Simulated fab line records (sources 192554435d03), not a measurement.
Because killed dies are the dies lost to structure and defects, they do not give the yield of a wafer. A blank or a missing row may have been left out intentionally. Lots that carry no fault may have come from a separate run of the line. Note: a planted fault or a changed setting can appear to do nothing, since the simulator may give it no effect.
A struck lot beside a sound one || flow n5Finfet || 15 steps out of a route of 1938
Sound: wafers L845.2, L845.3, L845.6. Wafers struck: L857.1, L857.2, L857.6. The cause is given at the end.
Per side, at each step with rows, come the tool, then ch with its chambers, and then its first start. Under that, the readings that differ: sound wafers || struck wafers || difference of the means || sigmas: that difference in standard deviations of wafers without a fault.
alike: same words and numbers on both sides, and readings whose means sit less than 2 such deviations apart. not compared: any withheld reading, any reading some wafer has no value for, any bound like >300 that may hide the same value, and any number with overlapping values for which the record gives no deviation.
Wherever a step has rows on one side only, a row that says differs or no value, or a row with sigmas, the two part there. Numbers that have no deviation but don't overlap get no sigmas and don't part them. Lack of a reading on every wafer of one side parts them only where that side has two or more wafers.

first, 11 steps without rows for these wafers: N5_BEOL_M3_DESCUM_33 (chemistry O2, time 7 s); N5_BEOL_M3_ETCH_77 (etches underlayer in N2/H2, target depth 6.5 nm, time 5.2 s); N5_BEOL_M3_ETCH_69 (etches SiARC in CF4, target depth 15.6 nm, time 26 s); N5_BEOL_M3_ALD_98 (deposits SiO2, target thk 2.5 nm, pulse time 1 s, co reactant pulse time 1 s); N5_BEOL_M3_ETCHBACK_99 (etches SiO2 in CHF3, target depth 5 nm, time 10.4 s); N5_BEOL_M3_ETCH_70 (etches SOC in N2/H2, target depth 80 nm, overetch 16 nm, time 120 s); N5_BEOL_M3_STRIP_71 (strips in N2/H2); N5_BEOL_M3_STRIP_78 (strips in N2/H2); N5_BEOL_M3_VIA_ETCH_34 (etches the open film in C4F6/O2, target depth 69.4 nm, time 65.9 s); N5_BEOL_M3_STRIP_83 (strips in C4F6/O2); N5_BEOL_M3_STRIP_36 (strips in N2/H2).
N5_BEOL_M3_TRENCH_ETCH_37: etches SiOC in C4F6/O2, target depth 55.555 nm, time 29.2 s.
  sound on rieDiel-02 ch 0,1, day 8 03:35; struck on rieDiel-02 ch 0,1,3, day 10 20:47
{"reading": "biasW (W)", "sound": "185.3 184.7 185.7", "struck": "193.2 194.6 193.9", "difference": "+8.7", "sigmas": "+15"}
{"reading": "rfVppV (V)", "sound": "659 658 660", "struck": "683 691 683", "difference": "+27", "sigmas": "+7"}
  alike: drypumpMotorCurrentA, oes_f_703_au, oesProductAu, showerheadPlenumPTorr, throttleValvePct
  not compared: rfHoursCounterH
then, 1 step without rows for these wafers: N5_BEOL_M3_ETCH_41 (etches SiCN in CH3F/O2, target depth 29.9 nm, time 52.5 s).
N5_BEOL_M4_RC_MEAS_101:
  sound on prober-01 ch 0, day 9 02:55; struck on prober-01 ch 0, day 11 13:44
  alike: DIBL_N, DIBL_P, IOFF_N, IOFF_P, ION_N, ION_P, SS_N, SS_P, VT_N, VT_P
-- a jump in the record: the struck wafers' starts before and after are 5 days apart (it breaks off in module BEOL_M4 and resumes in module PASSIVATION, where the first step shown is number 1936 of the route) --
N5_PASSIVATION_PROBE_49:
  record: rows for the struck wafers here (prober-01, day 16 02:44), none for the sound ones

== WHERE THEY PART ==
Last at N5_PASSIVATION_PROBE_49 as far as this record goes, first at N5_BEOL_M3_TRENCH_ETCH_37.

WHY: whatever the simulator had introduced
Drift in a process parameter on rieDiel-02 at N5_BEOL_M3_TRENCH_ETCH_37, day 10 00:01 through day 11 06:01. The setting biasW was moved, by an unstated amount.
